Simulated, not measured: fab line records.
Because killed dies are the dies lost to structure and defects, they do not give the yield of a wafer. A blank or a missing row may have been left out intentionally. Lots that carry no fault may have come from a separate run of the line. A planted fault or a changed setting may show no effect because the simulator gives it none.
fab line records ; flow n5_finfet
record: lots: 7; wafers: 21
route steps=1938 shown WELL_APT@24 FIN_SAQP@108 FIN_CUT@160 DUMMY_GATE@215 SD_EPI_P@295
start_h: the number of hours between the record's first day and the start of the first shown wafer of the lot ; wait_h: time in hours since the lot's previous step ; " unchanged from the row above ; L1.1+2: a row that stands for several wafers ; - no value, or no start given ; * or withheld: withheld ; < > ~ a bound
route shown NAME@n: names a module that has steps shown in the file, with the first one's number in the route ; usual: mean/standard deviation of fault-free wafers ; same: alike in all rows ; chamber/n: place in a boat ; sites: per-site readings ; _std_site: their standard deviation ; _edge_site: mean of outer sites minus mean of inner sites ; radius_mm: how far each site lies from the wafer's centre ; mask NAME#n: copy n ; behind: tool/chamber where the wafer was last shaped ; hold: why the lot went on hold/how many hours it stayed there/how the hold came to an end ; device: names the non-switching transistor (n, p or np) ; end of line: the route-end tests of the same wafers ; a step given without rows: its recipe and nothing more ; killed: not the wafer's yield, but the dies lost to structure and defects at the first sort ; map: the dies of a wafer, with x for killed, . for not killed, _ for no die there
set.NAME: the setting that was run; set.NAME@STEP: the one run at that earlier step ; model.NAME: the simulator's own value behind a step, which no gauge read
lots whose settings were changed on purpose; a table a step, a row a wafer
== steps ==
step: N5_WELL_APT_EXPOSE_05
recipe: mask_id: NWELL; na: 0.8; source_shape: conventional; sigma_outer: 0.8; polarization: unpolarized; defocus_nm: 0; target_cd_nm: 200; dose_mj: 20.3
lot.wafer;tool;chamber;start_h;wait_h;mask;set.dose_mj
L078.2+4;krf_scanner-02;0;37.55;-;NWELL#0;21.73
L078.3;krf_scanner-02;0;37.55;-;NWELL#0;20.3
L083.4+5+6;krf_scanner-01;0;67.73;-;NWELL#0;20.3
L085.2+5;krf_scanner-01;0;79.41;-;NWELL#0;20.3
L085.3;krf_scanner-01;0;79.41;-;NWELL#0;19.3
L088.1+3;krf_scanner-02;0;97.53;-;NWELL#0;19.55
L088.2;krf_scanner-02;0;97.53;-;NWELL#0;20.3
L089.4;krf_scanner-02;0;103.65;-;NWELL#0;19.35
L089.5+6;krf_scanner-02;0;103.65;-;NWELL#0;20.3
L092.2+3+6;krf_scanner-01;0;121.85;-;NWELL#0;21.61
L095.2+3+5;krf_scanner-01;0;139.64;-;NWELL#0;20.3
step: N5_WELL_APT_DEVELOP_07
recipe: develop_time_s: 45; rinse_liquid: surfactant_rinse; dry: air_spin; dev_temp_c: 21
lot.wafer;tool;chamber;start_h;wait_h;set.develop_time_s
L078.2+3;litho_track-03;0;-;-;45
L078.4;litho_track-03;0;-;-;54.71
L083.4+5+6;litho_track-01;0;-;-;45
L085.2;litho_track-04;0;-;-;45
L085.3+5;litho_track-04;0;-;-;35.22
L088.1;litho_track-03;0;-;-;53.87
L088.2+3;litho_track-03;0;-;-;45
L089.4+5+6;litho_track-04;0;-;-;45
L092.2+3;litho_track-01;0;-;-;48.54
L092.6;litho_track-01;0;-;-;45
L095.2+3;litho_track-01;0;-;-;45
L095.5;litho_track-01;0;-;-;38.57
step: N5_WELL_APT_HARDBAKE_12
recipe: temp_c: 130; time_s: 120
step: N5_WELL_APT_CD_MEAS_08
recipe: target_cd_nm: 200; landing_energy_ev: 500; detector: se_inlens
usual: cd_nm: 199.7/1.8
lot.wafer;tool;chamber;start_h;wait_h;set.dose_mj@WELL_APT_EXPOSE_05;cd_nm
L078.2;cd_sem-02;0;37.71;-;21.73;208.8
L078.3;cd_sem-02;0;37.71;-;20.3;199.6
L078.4;cd_sem-02;0;37.71;-;21.73;211.2
L083.4;cd_sem-02;0;67.88;-;20.3;200.0
L083.5;cd_sem-02;0;67.88;-;20.3;201.1
L083.6;cd_sem-02;0;67.88;-;20.3;199.5
L085.2;cd_sem-02;0;79.58;-;20.3;199.4
L085.3;cd_sem-02;0;79.58;-;19.3;191.0
L085.5;cd_sem-02;0;79.58;-;20.3;199.6
L088.1;cd_sem-01;0;97.70;-;19.55;194.2
L088.2;cd_sem-01;0;97.70;-;20.3;200.6
L088.3;cd_sem-01;0;97.70;-;19.55;191.7
L089.4;cd_sem-03;0;103.81;-;19.35;188.6
L089.5;cd_sem-03;0;103.81;-;20.3;199.4
L089.6;cd_sem-03;0;103.81;-;20.3;199.5
L092.2;cd_sem-01;0;122.02;-;21.61;209.7
L092.3;cd_sem-01;0;122.02;-;21.61;210.9
L092.6;cd_sem-01;0;122.02;-;21.61;212.1
L095.2;cd_sem-03;0;139.81;-;20.3;199.4
L095.3;cd_sem-03;0;139.81;-;20.3;201.7
L095.5;cd_sem-03;0;139.81;-;20.3;200.0
step: N5_WELL_APT_DESCUM_13
recipe: chemistry: O2; time_s: 7.9; source_power_w: 50; bias_power_w: 20; pressure_mtorr: 20; rf_frequency_hz: 2.712e+07; temp_c: 40; o2_flow_sccm: 225
lot.wafer;tool;chamber;start_h;wait_h;set.dose_mj@WELL_APT_EXPOSE_05;model.WELL_APT.cd_nm
L078.2;rie_diel-05;0;37.80;0.0;21.73;208.6
L078.3;rie_diel-05;3;37.80;0.0;20.3;199.7
L078.4;rie_diel-05;3;37.80;0.0;21.73;211.3
L083.4;rie_diel-05;0;68.00;0.1;20.3;199.9
L083.5;rie_diel-05;2;68.00;0.1;20.3;200.9
L083.6;rie_diel-05;3;68.00;0.1;20.3;199.5
L085.2;rie_diel-06;1;79.67;0.0;20.3;199.8
L085.3;rie_diel-06;2;79.67;0.0;19.3;191
L085.5;rie_diel-06;3;79.67;0.0;20.3;199.2
L088.1;rie_diel-05;0;97.79;0.0;19.55;194
L088.2;rie_diel-05;3;97.79;0.0;20.3;200.5
L088.3;rie_diel-05;1;97.79;0.0;19.55;191.5
L089.4;rie_diel-01;3;103.96;0.1;19.35;188.6
L089.5+6;rie_diel-01;1,3;103.96;0.1;20.3;199.4
L092.2;rie_diel-05;2;122.11;0.0;21.61;209.9
L092.3;rie_diel-05;1;122.11;0.0;21.61;211.1
L092.6;rie_diel-05;1;122.11;0.0;21.61;-
L095.2;rie_diel-05;2;141.09;1.2;20.3;199.1
L095.3;rie_diel-05;0;141.09;1.2;20.3;201.5
L095.5;rie_diel-05;3;141.09;1.2;20.3;199.9
step: N5_WELL_APT_COAT_19
recipe: spin_rpm: 1357; resist_thk_nm: 950
lot.wafer;tool;chamber;start_h;wait_h;set.spin_rpm;model.coat_of_WELL_APT_COAT_19.thk_nm
L078.2;litho_track-03;0;-;-;1316;962.2
L078.3;litho_track-03;0;-;-;1357;947.4
L078.4;litho_track-03;0;-;-;1357;947.5
L083.4;litho_track-01;0;-;-;1357;947.1
L083.5;litho_track-01;0;-;-;1357;948.9
L083.6;litho_track-01;0;-;-;1357;948.7
L085.2;litho_track-01;0;-;-;1237;996.1
L085.3;litho_track-01;0;-;-;1237;995.5
L085.5;litho_track-01;0;-;-;1357;951.4
L088.1;litho_track-03;0;-;-;1357;952.5
L088.2;litho_track-03;0;-;-;1357;954.5
L088.3;litho_track-03;0;-;-;1357;953.9
L089.4;litho_track-04;0;-;-;1255;995.3
L089.5;litho_track-04;0;-;-;1357;955.4
L089.6;litho_track-04;0;-;-;1357;959.5
L092.2;litho_track-03;0;-;-;1357;945.4
L092.3;litho_track-03;0;-;-;1357;943.9
L092.6;litho_track-03;0;-;-;1357;943.3
L095.2;litho_track-01;0;-;-;1301;968.2
L095.3;litho_track-01;0;-;-;1301;969.1
L095.5;litho_track-01;0;-;-;1357;947.7
step: N5_WELL_APT_PEB_23
recipe: peb_temp_c: 130; peb_time_s: 90
lot.wafer;tool;chamber;start_h;wait_h;set.peb_temp_c
L078.2+3+4;litho_track-03;0;39.11;0.0;130
L083.4+5+6;litho_track-04;0;69.04;0.0;130
L085.2+5;litho_track-04;0;80.59;0.0;126.9
L085.3;litho_track-04;0;80.59;0.0;130
L088.1+2+3;litho_track-03;0;98.86;0.1;130
L089.4+6;litho_track-03;0;104.93;0.0;130
L089.5;litho_track-03;0;104.93;0.0;128.3
L092.2+6;litho_track-03;0;123.15;0.0;130
L092.3;litho_track-03;0;123.15;0.0;127.6
L095.2+5;litho_track-01;0;142.06;0.0;128.2
L095.3;litho_track-01;0;142.06;0.0;130
step: N5_WELL_APT_DEVELOP_24
recipe: develop_time_s: 45; rinse_liquid: surfactant_rinse; dry: air_spin; dev_temp_c: 21
step: N5_WELL_APT_HARDBAKE_29
recipe: temp_c: 130; time_s: 120
step: N5_WELL_APT_CD_MEAS_25
recipe: target_cd_nm: 200; landing_energy_ev: 500; detector: se_inlens
usual: cd_nm: 200.0/2
lot.wafer;tool;chamber;start_h;wait_h;set.peb_temp_c@WELL_APT_PEB_23;cd_nm
L078.2;cd_sem-03;0;39.22;-;130;198.5
L078.3;cd_sem-03;0;39.22;-;130;195.8
L078.4;cd_sem-03;0;39.22;-;130;198.7
L083.4;cd_sem-03;0;69.16;-;130;200.0
L083.5;cd_sem-03;0;69.16;-;130;203.3
L083.6;cd_sem-03;0;69.16;-;130;201.7
L085.2;cd_sem-02;0;80.70;-;126.9;179.9
L085.3;cd_sem-02;0;80.70;-;130;198.2
L085.5;cd_sem-02;0;80.70;-;126.9;178.4
L088.1;cd_sem-01;0;98.97;-;130;196.9
L088.2;cd_sem-01;0;98.97;-;130;199.1
L088.3;cd_sem-01;0;98.97;-;130;200.7
L089.4;cd_sem-02;0;105.05;-;130;201.4
L089.5;cd_sem-02;0;105.05;-;128.3;189.4
L089.6;cd_sem-02;0;105.05;-;130;201.0
L092.2;cd_sem-01;0;123.26;-;130;200.5
L092.3;cd_sem-01;0;123.26;-;127.6;182.1
L092.6;cd_sem-01;0;123.26;-;130;198.3
L095.2;cd_sem-01;0;142.17;-;128.2;187.6
L095.3;cd_sem-01;0;142.17;-;130;201.2
L095.5;cd_sem-01;0;142.17;-;128.2;189.0
step: N5_WELL_APT_DESCUM_30
recipe: chemistry: O2; time_s: 7.9; source_power_w: 50; bias_power_w: 20; pressure_mtorr: 20; rf_frequency_hz: 2.712e+07; temp_c: 40; o2_flow_sccm: 225
lot.wafer;tool;chamber;start_h;wait_h;set.peb_temp_c@WELL_APT_PEB_23;model.WELL_APT.cd_nm
L078.2;rie_diel-06;3;39.31;0.0;130;198.3
L078.3;rie_diel-06;1;39.31;0.0;130;195.9
L078.4;rie_diel-06;3;39.31;0.0;130;198.5
L083.4;rie_diel-06;1;69.25;0.0;130;199.7
L083.5;rie_diel-06;2;69.25;0.0;130;203.5
L083.6;rie_diel-06;3;69.25;0.0;130;201.8
L085.2;rie_diel-06;2;80.79;0.0;126.9;179.8
L085.3;rie_diel-06;3;80.79;0.0;130;198.3
L085.5;rie_diel-06;3;80.79;0.0;126.9;178.6
L088.1;rie_diel-01;3;99.06;0.0;130;197.2
L088.2;rie_diel-01;1;99.06;0.0;130;199.1
L088.3;rie_diel-01;0;99.06;0.0;130;200.6
L089.4;rie_diel-05;3;105.34;0.2;130;201.4
L089.5;rie_diel-05;0;105.34;0.2;128.3;189.2
L089.6;rie_diel-05;3;105.34;0.2;130;201
L092.2;rie_diel-05;2;123.35;0.0;130;200.6
L092.3;rie_diel-05;0;123.35;0.0;127.6;182.3
L092.6;rie_diel-05;1;123.35;0.0;130;198.5
L095.2;rie_diel-01;0;143.83;1.6;128.2;187.9
L095.3;rie_diel-01;2;143.83;1.6;130;201.1
L095.5;rie_diel-01;3;143.83;1.6;128.2;188.8
step: N5_FIN_SAQP_EXPOSE_13
recipe: mask_id: FIN_CORE; na: 1.35; source_shape: dipole; sigma_inner: 0.538; sigma_outer: 0.738; polarization: te; target_cd_nm: 35.6; dose_mj: 63.25
lot.wafer;tool;chamber;start_h;wait_h;mask;set.dose_mj
L078.2;arfi_scanner-03;0;45.82;-;FIN_CORE#0;63.25
L078.3+4;arfi_scanner-03;0;45.82;-;FIN_CORE#0;67.99
L083.4+5+6;arfi_scanner-03;0;75.53;-;FIN_CORE#0;63.25
L085.2+3+5;arfi_scanner-02;0;89.45;-;FIN_CORE#0;63.25
L088.1+3;arfi_scanner-03;0;105.70;-;FIN_CORE#0;58.95
L088.2;arfi_scanner-03;0;105.70;-;FIN_CORE#0;63.25
L089.4+5;arfi_scanner-02;0;111.40;-;FIN_CORE#0;63.25
L089.6;arfi_scanner-02;0;111.40;-;FIN_CORE#0;61.21
L092.2;arfi_scanner-02;0;129.47;-;FIN_CORE#0;64.95
L092.3+6;arfi_scanner-02;0;129.47;-;FIN_CORE#0;63.25
L095.2;arfi_scanner-02;0;150.20;-;FIN_CORE#0;65.97
L095.3+5;arfi_scanner-02;0;150.20;-;FIN_CORE#0;63.25
step: N5_FIN_SAQP_PEB_14
recipe: peb_temp_c: withheld; peb_time_s: 60; resist: CAR-ArF
step: N5_FIN_SAQP_DEVELOP_15
recipe: develop_time_s: 30; developer: TMAH; resist: CAR-ArF; dev_temp_c: 23; rinse_liquid: diw; dry: air_spin
step: N5_FIN_SAQP_CD_MEAS_16
recipe: target_cd_nm: 35.6; landing_energy_ev: 500; detector: se_inlens
usual: cd_nm: 35.7/0.37
lot.wafer;tool;chamber;start_h;wait_h;set.dose_mj@FIN_SAQP_EXPOSE_13;cd_nm
L078.2;cd_sem-02;0;45.95;-;63.25;35.7
L078.3;cd_sem-02;0;45.95;-;67.99;33.3
L078.4;cd_sem-02;0;45.95;-;67.99;33.4
L083.4;cd_sem-03;0;75.65;-;63.25;35.1
L083.5;cd_sem-03;0;75.65;-;63.25;35.4
L083.6;cd_sem-03;0;75.65;-;63.25;35.5
L085.2;cd_sem-03;0;89.58;-;63.25;36.1
L085.3;cd_sem-03;0;89.58;-;63.25;36.1
L085.5;cd_sem-03;0;89.58;-;63.25;36.1
L088.1;cd_sem-02;0;105.83;-;58.95;37.3
L088.2;cd_sem-02;0;105.83;-;63.25;35.7
L088.3;cd_sem-02;0;105.83;-;58.95;37.6
L089.4;cd_sem-02;0;111.52;-;63.25;35.7
L089.5;cd_sem-02;0;111.52;-;63.25;35.6
L089.6;cd_sem-02;0;111.52;-;61.21;36.3
L092.2;cd_sem-02;0;129.59;-;64.95;35.2
L092.3;cd_sem-02;0;129.59;-;63.25;35.3
L092.6;cd_sem-02;0;129.59;-;63.25;35.2
L095.2;cd_sem-01;0;150.33;-;65.97;35.1
L095.3;cd_sem-01;0;150.33;-;63.25;36.5
L095.5;cd_sem-01;0;150.33;-;63.25;35.5
step: N5_FIN_CUT_EXPOSE_05
recipe: mask_id: FIN_CUT; na: 0.33; source_shape: annular; sigma_inner: 0.35; sigma_outer: 0.8; polarization: unpolarized; dose_mj: 45.75
lot.wafer;tool;chamber;start_h;wait_h;mask;set.dose_mj
L078.2+3;euv_scanner-01;0;51.18;-;FIN_CUT#0;45.75
L078.4;euv_scanner-01;0;51.18;-;FIN_CUT#0;42.96
L083.4+5+6;euv_scanner-02;0;80.47;-;FIN_CUT#0;45.75
L085.2+3+5;euv_scanner-01;0;94.41;-;FIN_CUT#0;45.75
L088.1+2+3;euv_scanner-01;0;110.54;-;FIN_CUT#0;45.75
L089.4;euv_scanner-02;0;117.10;-;FIN_CUT#0;45.75
L089.5+6;euv_scanner-02;0;117.10;-;FIN_CUT#0;48.85
L092.2+3+6;euv_scanner-01;0;139.11;-;FIN_CUT#0;45.75
L095.2+3+5;euv_scanner-01;0;155.40;-;FIN_CUT#0;45.75
step: N5_FIN_CUT_PEB_06
recipe: peb_temp_c: 100; peb_time_s: 60; resist: CAR-EUV
step: N5_FIN_CUT_DEVELOP_07
recipe: develop_time_s: 30; developer: TMAH; resist: CAR-EUV; rinse_liquid: surfactant_rinse; dry: air_spin; dev_temp_c: 23
step: N5_FIN_CUT_CD_MEAS_08
recipe: target_cd_nm: 29.1; landing_energy_ev: 500; detector: se_inlens; polarity: opening
usual: cd_nm: 29.14/0.21
lot.wafer;tool;chamber;start_h;wait_h;set.dose_mj@FIN_CUT_EXPOSE_05;cd_nm
L078.2;cd_sem-02;0;51.31;-;45.75;28.96
L078.3;cd_sem-02;0;51.31;-;45.75;28.84
L078.4;cd_sem-02;0;51.31;-;42.96;27.96
L083.4;cd_sem-01;0;80.59;-;45.75;29.10
L083.5;cd_sem-01;0;80.59;-;45.75;29.11
L083.6;cd_sem-01;0;80.59;-;45.75;29.07
L085.2;cd_sem-03;0;94.54;-;45.75;29.16
L085.3;cd_sem-03;0;94.54;-;45.75;29.30
L085.5;cd_sem-03;0;94.54;-;45.75;29.02
L088.1;cd_sem-01;0;110.68;-;45.75;29.07
L088.2;cd_sem-01;0;110.68;-;45.75;29.11
L088.3;cd_sem-01;0;110.68;-;45.75;29.22
L089.4;cd_sem-02;0;117.22;-;45.75;29.02
L089.5;cd_sem-02;0;117.22;-;48.85;30.82
L089.6;cd_sem-02;0;117.22;-;48.85;30.48
L092.2;cd_sem-03;0;139.23;-;45.75;29.02
L092.3;cd_sem-03;0;139.23;-;45.75;29.08
L092.6;cd_sem-03;0;139.23;-;45.75;29.24
L095.2;cd_sem-03;0;155.53;-;45.75;29.19
L095.3;cd_sem-03;0;155.53;-;45.75;29.33
L095.5;cd_sem-03;0;155.53;-;45.75;29.54
step: N5_FIN_CUT_DESCUM_13
recipe: chemistry: O2; time_s: 7; source_power_w: 50; bias_power_w: 20; pressure_mtorr: 20; rf_frequency_hz: 2.712e+07; temp_c: 40; resist: CAR-EUV; o2_flow_sccm: 225
step: N5_FIN_CUT_ETCH_30
recipe: chemistry: N2/H2; target: underlayer; target_depth_a: 130; mask_material: CAR-EUV; time_s: 10.4; ion_energy_ev: 200; pressure_mtorr: 30; source_w: 840; bias_w: 150; n2_flow_sccm: 200; h2_flow_sccm: 200; ends: cleared
lot.wafer;tool;chamber;start_h;wait_h;set.dose_mj@FIN_CUT_EXPOSE_05;model.FIN_CUT.cd_offset_nm
L078.2+3;rie_diel-04;1,3;51.47;0.0;45.75;0
L078.4;rie_diel-04;0;51.47;0.0;42.96;-1
L083.4;rie_diel-03;1;81.35;0.0;45.75;-0.2
L083.5+6;rie_diel-03;2,1;81.35;0.0;45.75;0
L085.2;rie_diel-03;1;94.70;0.0;45.75;0
L085.3;rie_diel-03;3;94.70;0.0;45.75;0.4
L085.5;rie_diel-03;3;94.70;0.0;45.75;0.2
L088.1;rie_diel-04;1;110.84;0.0;45.75;0.2
L088.2+3;rie_diel-04;2,0;110.84;0.0;45.75;0
L089.4;rie_diel-02;2;117.37;0.0;45.75;0.2
L089.5+6;rie_diel-02;0,3;117.37;0.0;48.85;1.4
L092.2+3;rie_diel-02;0,2;139.40;0.0;45.75;0
L092.6;rie_diel-02;3;139.40;0.0;45.75;-0.2
L095.2;rie_diel-03;0;155.69;0.0;45.75;0.2
L095.3;rie_diel-03;2;155.69;0.0;45.75;0
L095.5;rie_diel-03;2;155.69;0.0;45.75;0.4
step: N5_FIN_CUT_ETCH_20
recipe: chemistry: CF4; target: SiARC; target_depth_a: 260; mask_material: CAR-EUV; time_s: 43.3; ion_energy_ev: 80; pressure_mtorr: 40; source_w: 545; bias_w: 36; Ar_flow_sccm: 100; cf4_flow_sccm: 100; ends: cleared
lot.wafer;tool;chamber;start_h;wait_h;set.dose_mj@FIN_CUT_EXPOSE_05;model.FIN_CUT.cd_offset_nm
L078.2;rie_diel-04;1;51.49;0.0;45.75;0
L078.3;rie_diel-04;3;51.49;0.0;45.75;-0.2
L078.4;rie_diel-04;0;51.49;0.0;42.96;-1
L083.4+5+6;rie_diel-03;1,2,1;81.36;0.0;45.75;0
L085.2+3;rie_diel-03;1,3;94.72;0.0;45.75;0.2
L085.5;rie_diel-03;3;94.72;0.0;45.75;0
L088.1;rie_diel-04;1;110.86;0.0;45.75;0
L088.2;rie_diel-04;2;110.86;0.0;45.75;-0.2
L088.3;rie_diel-04;0;110.86;0.0;45.75;0.2
L089.4;rie_diel-02;2;117.39;0.0;45.75;0
L089.5+6;rie_diel-02;0,3;117.39;0.0;48.85;1.4
L092.2+6;rie_diel-02;0,3;139.42;0.0;45.75;0
L092.3;rie_diel-02;2;139.42;0.0;45.75;-0.2
L095.2+5;rie_diel-03;0,2;155.71;0.0;45.75;0.2
L095.3;rie_diel-03;2;155.71;0.0;45.75;0
step: N5_DUMMY_GATE_CVD_03
recipe: material: a-Si; target_thk_a: 1500; temp_c: 530; precursor: SiH4; time_s: 8042
lot.wafer;tool;chamber;start_h;wait_h;set.temp_c;model.a-Si_of_DUMMY_GATE_CVD_03.thk_nm
L078.2;-;-;-;0.1;553.6;286.8
L078.3;-;-;-;0.1;553.6;287.4
L078.4;-;-;-;0.1;553.6;286.6
L083.4+5;lpcvd-02;1/54,1/59;91.68;0.1;530;149.4
L083.6;lpcvd-02;1/64;91.68;0.1;530;149.2
L085.2;-;-;-;0.1;515.3;95.8
L085.3;-;-;-;0.1;515.3;96.8
L085.5;-;-;-;0.1;515.3;96.6
L088.1;-;-;-;0.1;523.1;124
L088.2;-;-;-;0.1;523.1;123.4
L088.3;-;-;-;0.1;523.1;123.6
L089.4;-;-;-;0.1;523;121.8
L089.5;-;-;-;0.1;523;120
L089.6;-;-;-;0.1;523;120.8
L092.2+3;-;-;-;0.1;506.5;74
L092.6;-;-;-;0.1;506.5;74.4
L095.2;-;-;-;1.6;545.4;231.4
L095.3;-;-;-;1.6;545.4;229.8
L095.5;-;-;-;1.6;545.4;230.8
step: N5_DUMMY_GATE_COAT_09
recipe: resist: CAR-EUV; spin_rpm: 1500; resist_thk_nm: 30
lot.wafer;tool;chamber;start_h;wait_h;set.spin_rpm;model.CAR-EUV_of_DUMMY_GATE_COAT_09.thk_nm
L078.2;litho_track-05;0;-;-;1500;29.8
L078.3;litho_track-05;0;-;-;1635;28.6
L078.4;litho_track-05;0;-;-;1635;28.8
L083.4+5+6;litho_track-03;0;-;-;1500;30
L085.2+5;litho_track-03;0;-;-;1500;30
L085.3;litho_track-03;0;-;-;1500;29.8
L088.1;litho_track-05;0;-;-;1500;30.2
L088.2;litho_track-05;0;-;-;1567;29.4
L088.3;litho_track-05;0;-;-;1567;29.6
L089.4+6;litho_track-03;0;-;-;1653;28.6
L089.5;litho_track-03;0;-;-;1500;30
L092.2;litho_track-02;0;-;-;1500;30
L092.3+6;litho_track-02;0;-;-;1623;28.8
L095.2+3+5;litho_track-02;0;-;-;1500;30
step: N5_DUMMY_GATE_EBR_11
recipe: solvent: PGMEA; ebr_width_mm: 1.5
step: N5_DUMMY_GATE_SOFTBAKE_10
recipe: temp_c: 110; time_s: 60; resist: CAR-EUV
step: N5_DUMMY_GATE_DESCUM_20
recipe: chemistry: O2; time_s: 6.2; source_power_w: 50; bias_power_w: 20; pressure_mtorr: 20; rf_frequency_hz: 2.712e+07; temp_c: 40; resist: CAR-EUV; o2_flow_sccm: 225
step: N5_DUMMY_GATE_ETCH_29
recipe: chemistry: N2/H2; target: underlayer; target_depth_a: 130; ion_energy_ev: 200; pressure_mtorr: 30; source_w: 840; bias_w: 150; n2_flow_sccm: 200; h2_flow_sccm: 200
lot.wafer;tool;chamber;start_h;wait_h;set.spin_rpm@DUMMY_GATE_COAT_09;model.CAR-EUV_of_DUMMY_GATE_COAT_09.thk_nm
L078.2;rie_diel-02;3;69.85;0.0;1500;19
L078.3;rie_diel-02;1;69.85;0.0;1635;18
L078.4;rie_diel-02;0;69.85;0.0;1635;17.6
L083.4;rie_diel-03;1;100.48;0.0;1500;18.4
L083.5;rie_diel-03;1;100.48;0.0;1500;18.6
L083.6;rie_diel-03;0;100.48;0.0;1500;19
L085.2;rie_diel-03;0;114.00;0.0;1500;19
L085.3;rie_diel-03;2;114.00;0.0;1500;18.6
L085.5;rie_diel-03;2;114.00;0.0;1500;18.8
L088.1;rie_diel-02;1;129.08;0.0;1500;18.8
L088.2;rie_diel-02;0;129.08;0.0;1567;18
L088.3;rie_diel-02;2;129.08;0.0;1567;18.4
L089.4;rie_diel-03;0;136.10;0.0;1653;17.4
L089.5;rie_diel-03;3;136.10;0.0;1500;18.8
L089.6;rie_diel-03;2;136.10;0.0;1653;17.6
L092.2;rie_diel-03;3;157.93;0.0;1500;18.6
L092.3;rie_diel-03;0;157.93;0.0;1623;17.8
L092.6;rie_diel-03;0;157.93;0.0;1623;17.6
L095.2+5;rie_diel-04;3,1;176.53;0.0;1500;18.6
L095.3;rie_diel-04;0;176.53;0.0;1500;19
step: N5_SD_EPI_P_COAT_34
recipe: resist: SOC; temp_c: 250; time_s: 60; spin_rpm: 1500; resist_thk_nm: 350
lot.wafer;tool;chamber;start_h;wait_h;set.spin_rpm;model.SOC_of_SD_EPI_P_COAT_34.thk_nm
L078.2;litho_track-05;0;76.04;0.0;1579;341.4
L078.3;litho_track-05;0;76.04;0.0;1500;349.4
L078.4;litho_track-05;0;76.04;0.0;1500;349.8
L083.4;litho_track-05;0;106.91;0.0;1500;348.6
L083.5;litho_track-05;0;106.91;0.0;1500;349.6
L083.6;litho_track-05;0;106.91;0.0;1500;350
L085.2+5;litho_track-01;0;120.29;0.0;1618;337.4
L085.3;litho_track-01;0;120.29;0.0;1500;350.8
L088.1;litho_track-02;0;136.89;0.0;1500;350.6
L088.2;litho_track-02;0;136.89;0.0;1418;360.6
L088.3;litho_track-02;0;136.89;0.0;1500;350.2
L089.4;litho_track-01;0;144.04;0.0;1621;335.4
L089.5;litho_track-01;0;144.04;0.0;1500;350.2
L089.6;litho_track-01;0;144.04;0.0;1621;335.6
L092.2;litho_track-02;0;164.16;0.0;1500;351.8
L092.3;litho_track-02;0;164.16;0.0;1500;350.2
L092.6;litho_track-02;0;164.16;0.0;1560;343.6
L095.2;litho_track-01;0;183.12;0.0;1500;351.2
L095.3;litho_track-01;0;183.12;0.0;1500;350.6
L095.5;litho_track-01;0;183.12;0.0;1346;370.4
== key ==
split: step: N5_WELL_APT_EXPOSE_05; setting: dose_mj; stated: 20.3; by: wafer
response: step: N5_WELL_APT_CD_MEAS_08; reading: cd_nm; change: +1.77; per: 1%; r: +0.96
response: step: N5_WELL_APT_DESCUM_13; reading: model.WELL_APT.cd_nm; change: +1.77; per: 1%; r: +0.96
split: step: N5_WELL_APT_DEVELOP_07; setting: develop_time_s; stated: 45; by: wafer
response none clear
split: step: N5_WELL_APT_COAT_19; setting: spin_rpm; stated: 1357; by: wafer
response: step: N5_WELL_APT_COAT_19; reading: model.coat_of_WELL_APT_COAT_19.thk_nm; change: -5.03; per: 1%; r: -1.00
split: step: N5_WELL_APT_PEB_23; setting: peb_temp_c; stated: 130; by: wafer
response: step: N5_WELL_APT_CD_MEAS_25; reading: cd_nm; change: +8.72; per: 1%; r: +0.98
response: step: N5_WELL_APT_DESCUM_30; reading: model.WELL_APT.cd_nm; change: +8.71; per: 1%; r: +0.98
split: step: N5_FIN_SAQP_EXPOSE_13; setting: dose_mj; stated: 63.25; by: wafer
response: step: N5_FIN_SAQP_CD_MEAS_16; reading: cd_nm; change: -0.256; per: 1%; r: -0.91
split: step: N5_FIN_CUT_EXPOSE_05; setting: dose_mj; stated: 45.75; by: wafer
response: step: N5_FIN_CUT_CD_MEAS_08; reading: cd_nm; change: +0.202; per: 1%; r: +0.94
response: step: N5_FIN_CUT_ETCH_30; reading: model.FIN_CUT.cd_offset_nm; change: +0.171; per: 1%; r: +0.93
response: step: N5_FIN_CUT_ETCH_20; reading: model.FIN_CUT.cd_offset_nm; change: +0.18; per: 1%; r: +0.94
split: step: N5_DUMMY_GATE_CVD_03; setting: temp_c; stated: 530; by: lot
response: step: N5_DUMMY_GATE_CVD_03; reading: model.a-Si_of_DUMMY_GATE_CVD_03.thk_nm; change: +24.3; per: 1%; r: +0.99
split: step: N5_DUMMY_GATE_COAT_09; setting: spin_rpm; stated: 1500; by: wafer
response: step: N5_DUMMY_GATE_COAT_09; reading: model.CAR-EUV_of_DUMMY_GATE_COAT_09.thk_nm; change: -0.136; per: 1%; r: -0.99
response: step: N5_DUMMY_GATE_ETCH_29; reading: model.CAR-EUV_of_DUMMY_GATE_COAT_09.thk_nm; change: -0.125; per: 1%; r: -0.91
split: step: N5_SD_EPI_P_COAT_34; setting: spin_rpm; stated: 1500; by: wafer
response: step: N5_SD_EPI_P_COAT_34; reading: model.SOC_of_SD_EPI_P_COAT_34.thk_nm; change: -1.81; per: 1%; r: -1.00
